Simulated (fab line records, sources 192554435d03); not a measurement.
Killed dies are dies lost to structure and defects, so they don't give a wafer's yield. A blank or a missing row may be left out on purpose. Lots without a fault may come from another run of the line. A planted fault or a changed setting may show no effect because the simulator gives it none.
Split-lot experiment | flow n5_finfet | 7 lots, 21 wafers read, on a route of 1938 steps

THE SPLIT
At N5_BEOL_M5_COAT_59 (time 60 s, resist thk 60 nm), the setting spin_rpm was moved away from the recipe's 1500 rpm on 5 of the 21 wafers read, by -11.1% to +6.0%. The other wafers ran this setting at the recipe's value.

The reading is taken at the split's own step.

THE READING
SOC_of_BEOL_M5_COAT_59.thk_nm (the simulator's own value, which no gauge read), in nm, at N5_BEOL_M5_COAT_59 (time 60 s, resist thk 60 nm). The file gives no usual value for it. The 16 wafers here that ran the recipe average 60.0 nm, standard deviation 0.14 nm.

wafer  | tool, chamber at the split | spin_rpm as run, rpm | against the recipe | SOC_of_BEOL_M5_COAT_59.thk_nm, nm | against lot-mates on the recipe
L075.1 | litho_track-03, 0          | 1336                 | -10.9%             | 63.4                              | +3.5
L075.4 | litho_track-03, 0          | 1500                 | recipe             | 60                                | -
L075.6 | litho_track-03, 0          | 1500                 | recipe             | 59.8                              | -
L076.1 | litho_track-05, 0          | 1352                 | -9.9%              | 63.2                              | +3.1
L076.4 | litho_track-05, 0          | 1500                 | recipe             | 60                                | -
L076.6 | litho_track-05, 0          | 1500                 | recipe             | 60.2                              | -
L078.1 | litho_track-05, 0          | 1500                 | recipe             | 60.2                              | -
L078.2 | litho_track-05, 0          | 1333                 | -11.1%             | 63.8                              | +3.6
L078.6 | litho_track-05, 0          | 1333                 | -11.1%             | 63.8                              | +3.6
L085.1 | litho_track-05, 0          | 1500                 | recipe             | 60.2                              | -
L085.4 | litho_track-05, 0          | 1500                 | recipe             | 60                                | -
L085.5 | litho_track-05, 0          | 1500                 | recipe             | 60                                | -
L089.3 | litho_track-03, 0          | 1500                 | recipe             | 60                                | -
L089.6 | litho_track-03, 0          | 1500                 | recipe             | 60                                | -
L089.5 | litho_track-03, 0          | 1500                 | recipe             | 59.8                              | -
L093.4 | litho_track-03, 0          | 1500                 | recipe             | 59.8                              | -
L093.5 | litho_track-03, 0          | 1500                 | recipe             | 59.8                              | -
L093.6 | litho_track-03, 0          | 1500                 | recipe             | 59.8                              | -
L097.3 | litho_track-03, 0          | 1500                 | recipe             | 60                                | -
L097.6 | litho_track-03, 0          | 1500                 | recipe             | 60                                | -
L097.5 | litho_track-03, 0          | 1590                 | +6.0%              | 58.4                              | -1.6

THE FIT
A straight line over all 21 wafers: SOC_of_BEOL_M5_COAT_59.thk_nm changes by -0.325 nm for each +1% of spin_rpm; r = -0.99; the points scatter about the line by 0.17 nm.
The same after taking each lot's own level away (the mean of its wafers on the recipe; 21 wafers): -0.315 nm for each +1%; r = -1.00; scatter 0.099 nm.
On that fit, the largest move of spin_rpm shifts the reading by 3.5 nm.
The lots' own levels span 59.80 to 60.20 nm, that is 2.9 times the standard deviation above.
So the lot-to-lot level changes the slope little: the two slopes agree.
Check: with one of the wafers moved furthest among these (-11.1%) left out of the fit, the line predicts +3.51 nm for it against its lot-mates. It came out at +3.6 nm against them.

OTHER SPLITS ON THESE WAFERS
These wafers also went through other splits before the reading. Each is held against what the fit with the lots' levels taken away leaves over:
other split on the same wafers | wafers away from the commonest value | r with SOC_of_BEOL_M5_COAT_59.thk_nm (lot level and that fit taken away)
N5_BEOL_M2_EXPOSE_08 dose_mj   | 4                                    | -0.46
N5_BEOL_M2_ETCH_64 time_s      | 4                                    | -0.03
N5_BEOL_M3_ALD_98 ald_cycles   | 9                                    | +0.36
N5_BEOL_M3_ETCH_70 source_w    | 3                                    | -0.09
N5_BEOL_M4_COAT_67 spin_rpm    | 5                                    | +0.42
N5_BEOL_M4_EXPOSE_25 dose_mj   | 4                                    | -0.02

THE FILE'S OWN FIT
SOC_of_BEOL_M5_COAT_59.thk_nm changes by -0.315 nm for each +1% of spin_rpm, r = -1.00.
